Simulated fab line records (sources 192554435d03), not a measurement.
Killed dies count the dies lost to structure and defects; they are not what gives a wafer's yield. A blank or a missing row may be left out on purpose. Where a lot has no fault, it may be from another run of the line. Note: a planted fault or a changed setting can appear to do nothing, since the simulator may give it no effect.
Matching of chambers / flow n5-finfet / N5_FIN_SAQP_ETCH_51 on rie-diel-05 has 4 sister chambers
The step etches SiARC in CF4, target depth 45.5 nm, time 75.8 s. 4 wafers are shown with their chamber, then 7 later ones without.

== WAFERS WITH THEIR CHAMBER ==
wafer=L085.2; chamber=1; throttle-valve-pct (%)=15.67
wafer=L085.3; chamber=2; throttle-valve-pct (%)=15.65
wafer=L086.3; chamber=3; throttle-valve-pct (%)=16.01
wafer=L086.4; chamber=0; throttle-valve-pct (%)=15.56

== WAFERS MISSING THEIR CHAMBER ==
wafer=L086.5; throttle-valve-pct (%)=15.56
wafer=L088.2; throttle-valve-pct (%)=15.69
wafer=L088.4; throttle-valve-pct (%)=15.58
wafer=L088.6; throttle-valve-pct (%)=15.65
wafer=L095.2; throttle-valve-pct (%)=15.70
wafer=L095.5; throttle-valve-pct (%)=16.05
wafer=L095.6; throttle-valve-pct (%)=15.69

== CHAMBER TAKEN BY EACH ==
wafer=L086.5; from the rows above=0; in truth=0
wafer=L088.2; from the rows above=can't be placed: 1 or 2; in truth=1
wafer=L088.4; from the rows above=0; in truth=0
wafer=L088.6; from the rows above=can't be placed: 2 or 1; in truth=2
wafer=L095.2; from the rows above=can't be placed: 1 or 2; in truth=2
wafer=L095.5; from the rows above=3; in truth=3
wafer=L095.6; from the rows above=can't be placed: 1 or 2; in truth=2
3 of 7 placed correctly. Unplaceable from these rows: 4, with the true chamber sitting among the candidates in 4. Placed wrongly: 0.
How it was worked out, from the rows above alone: a wafer's distance from a chamber is the root of the sum, over the readings, of the square of ((its reading less the chamber's mean) divided by the reading's scatter). If the next closest chamber is less than 2 further off than the closest, the wafer can't be placed; otherwise it belongs to the closest. Each chamber's mean is taken over the wafers shown for it. The scatter: with one shown wafer a chamber, the root of the mean of the squares of how far each hidden wafer lies from its nearest shown one.
